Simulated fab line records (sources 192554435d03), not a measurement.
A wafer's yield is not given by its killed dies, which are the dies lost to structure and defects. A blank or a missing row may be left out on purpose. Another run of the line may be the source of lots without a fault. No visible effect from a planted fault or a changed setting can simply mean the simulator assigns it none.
Chamber matching -- flow n5 finfet -- ald metal-04 running N5_BEOL_M7_ALD_77: 4 sister chambers
The step deposits TaN, target thk 2 nm, pulse time 2 s, purge time 3 s. 4 wafers are shown with their chamber, then 11 later ones without.

## WAFERS PAIRED WITH THEIR CHAMBERS
wafer,chamber,heater power w (W)
L084.3,1,501
L086.3,3,440
L086.4,2,427
L085.1,0,413

## WAFERS WITHOUT THEIR CHAMBER
wafer,heater power w (W)
L085.2,448
L085.5,511
L090.1,444
L090.2,422
L090.3,494
L097.2,415
L097.3,418
L097.6,433
L096.2,495
L096.4,419
L096.6,499

## THE CHAMBER EACH PASSED THROUGH
wafer,from the rows above,in truth
L085.2,3,3
L085.5,1,1
L090.1,3,3
L090.2,can't be placed: 2 or 0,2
L090.3,1,1
L097.2,can't be placed: 0 or 2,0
L097.3,can't be placed: 0 or 2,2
L097.6,can't be placed: 2 or 3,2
L096.2,1,1
L096.4,can't be placed: 0 or 2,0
L096.6,1,1
Correct placement for 6 of the 11. Unplaceable from these rows: 5, with the true chamber sitting among the candidates in 5. Wrongly placed: 0.
How it was worked out, from the rows above alone: a wafer's distance from a chamber is the root of the sum, over the readings, of the square of ((its reading less the chamber's mean) divided by the reading's scatter). If the next closest chamber is less than 2 further off than the closest, the wafer can't be placed; otherwise it belongs to the closest. For every chamber, the mean is computed from those of its wafers that are shown. The scatter: root of mean squared gap, hidden wafer to nearest shown wafer, with one shown wafer a chamber.
